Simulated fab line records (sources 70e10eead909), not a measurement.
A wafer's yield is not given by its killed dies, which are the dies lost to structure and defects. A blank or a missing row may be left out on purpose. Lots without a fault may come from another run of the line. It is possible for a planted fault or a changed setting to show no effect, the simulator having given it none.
Matching of chambers | flow nandHarc | pecvd-02 running NHARC_A_CONTACT_DEP_58: 3 sister chambers
The step deposits SiON, target thk 90 nm. 6 wafers are shown with their chamber, then 7 later ones without.

== WAFERS, EACH WITH ITS CHAMBER ==
wafer  | chamber | heaterPowerW (W)
L081.2 | 1       | 685
L081.5 | 0       | 704
L080.4 | 2       | 770
L080.5 | 1       | 608
L092.1 | 0       | 756
L092.2 | 2       | 817

== WAFERS WITH NO CHAMBER GIVEN ==
wafer  | heaterPowerW (W)
L092.5 | 766
L097.1 | 729
L097.2 | 747
L097.3 | 704
L097.4 | 763
L097.5 | 745
L097.6 | 699

== WHICH CHAMBER EACH ONE RAN IN ==
wafer  | from the rows above          | in truth
L092.5 | can't be placed: 2 or 0      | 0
L097.1 | can't be placed: 0 or 2 or 1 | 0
L097.2 | can't be placed: 0 or 2 or 1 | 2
L097.3 | can't be placed: 0 or 1 or 2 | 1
L097.4 | can't be placed: 2 or 0      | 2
L097.5 | can't be placed: 0 or 2 or 1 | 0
L097.6 | can't be placed: 0 or 1 or 2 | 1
0 of 7 placed correctly. Not placeable from these rows: 7 (in 7, the candidates include the true chamber). Placed wrongly: 0.
How it was worked out, from the rows above alone: a wafer's distance from a chamber is the root of the sum, over the readings, of the square of ((its reading less the chamber's mean) divided by the reading's scatter). If the next closest chamber is less than 2 further off than the closest, the wafer can't be placed; otherwise it belongs to the closest. The mean given for a chamber averages the wafers shown for that chamber. How the scatter is found: for the shown wafers, subtract from each reading the mean of its chamber, square and add these, divide the total by (wafers less chambers), then take the root.
